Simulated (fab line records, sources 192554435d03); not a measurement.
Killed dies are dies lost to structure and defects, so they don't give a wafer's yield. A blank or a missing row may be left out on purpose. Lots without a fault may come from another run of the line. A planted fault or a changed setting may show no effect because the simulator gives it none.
Split-lot experiment | flow n5_finfet | 7 lots, 21 wafers read, on a route of 1938 steps

THE SPLIT
At N5_WELL_APT_COAT_02 (resist thk 950 nm), the setting spin_rpm was moved away from the recipe's 1357 rpm on 9 of the 21 wafers read, by -10.2% to -3.8%. The other wafers ran this setting at the recipe's value.

The reading is taken at the split's own step.

THE READING
coat_of_WELL_APT_COAT_02.thk_nm (the simulator's own value, which no gauge read), in nm, at N5_WELL_APT_COAT_02 (resist thk 950 nm). The file gives no usual value for it. The 12 wafers here that ran the recipe average 950.1 nm, standard deviation 2.6 nm.

wafer  | tool, chamber at the split | spin_rpm as run, rpm | against the recipe | coat_of_WELL_APT_COAT_02.thk_nm, nm | against lot-mates on the recipe
L074.3 | litho_track-03, 0          | 1233                 | -9.1%              | 1000                                | +47.9
L074.5 | litho_track-03, 0          | 1357                 | recipe             | 952.1                               | -
L074.6 | litho_track-03, 0          | 1233                 | -9.1%              | 999.5                               | +47.4
L075.2 | litho_track-02, 0          | 1275                 | -6.0%              | 979.2                               | +31.1
L075.4 | litho_track-02, 0          | 1275                 | -6.0%              | 974.9                               | +26.8
L075.6 | litho_track-02, 0          | 1357                 | recipe             | 948.1                               | -
L077.2 | litho_track-05, 0          | 1306                 | -3.8%              | 967.9                               | +19.7
L077.3 | litho_track-05, 0          | 1306                 | -3.8%              | 967.6                               | +19.4
L077.4 | litho_track-05, 0          | 1357                 | recipe             | 948.2                               | -
L079.1 | litho_track-03, 0          | 1357                 | recipe             | 949.6                               | -
L079.2 | litho_track-03, 0          | 1218                 | -10.2%             | 1005                                | +55.4
L079.6 | litho_track-03, 0          | 1218                 | -10.2%             | 1002                                | +52.4
L085.2 | litho_track-03, 0          | 1357                 | recipe             | 947.3                               | -
L085.5 | litho_track-03, 0          | 1357                 | recipe             | 950.9                               | -
L085.6 | litho_track-03, 0          | 1357                 | recipe             | 948                                 | -
L089.1 | litho_track-03, 0          | 1261                 | -7.1%              | 987.2                               | +32.8
L089.3 | litho_track-03, 0          | 1357                 | recipe             | 951.9                               | -
L089.6 | litho_track-03, 0          | 1357                 | recipe             | 957                                 | -
L097.1 | litho_track-05, 0          | 1357                 | recipe             | 951.2                               | -
L097.2 | litho_track-05, 0          | 1357                 | recipe             | 947.8                               | -
L097.4 | litho_track-05, 0          | 1357                 | recipe             | 949.3                               | -

THE FIT
A straight line over all 21 wafers: coat_of_WELL_APT_COAT_02.thk_nm changes by -5.2 nm for each +1% of spin_rpm; r = -0.99; the points scatter about the line by 2.8 nm.
The same after taking each lot's own level away (the mean of its wafers on the recipe; 21 wafers): -5.14 nm for each +1%; r = -1.00; scatter 1.9 nm.
On that fit, the largest move of spin_rpm shifts the reading by 53 nm.
The lots' own levels span 948.10 to 954.45 nm, that is 2.4 times the standard deviation above.
So the lot-to-lot level changes the slope little: the two slopes agree.
Check: with one of the wafers moved furthest among these (-10.2%) left out of the fit, the line predicts +51.7 nm for it against its lot-mates. It came out at +55.4 nm against them.

THE FILE'S OWN FIT
coat_of_WELL_APT_COAT_02.thk_nm changes by -5.07 nm for each +1% of spin_rpm, r = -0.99.
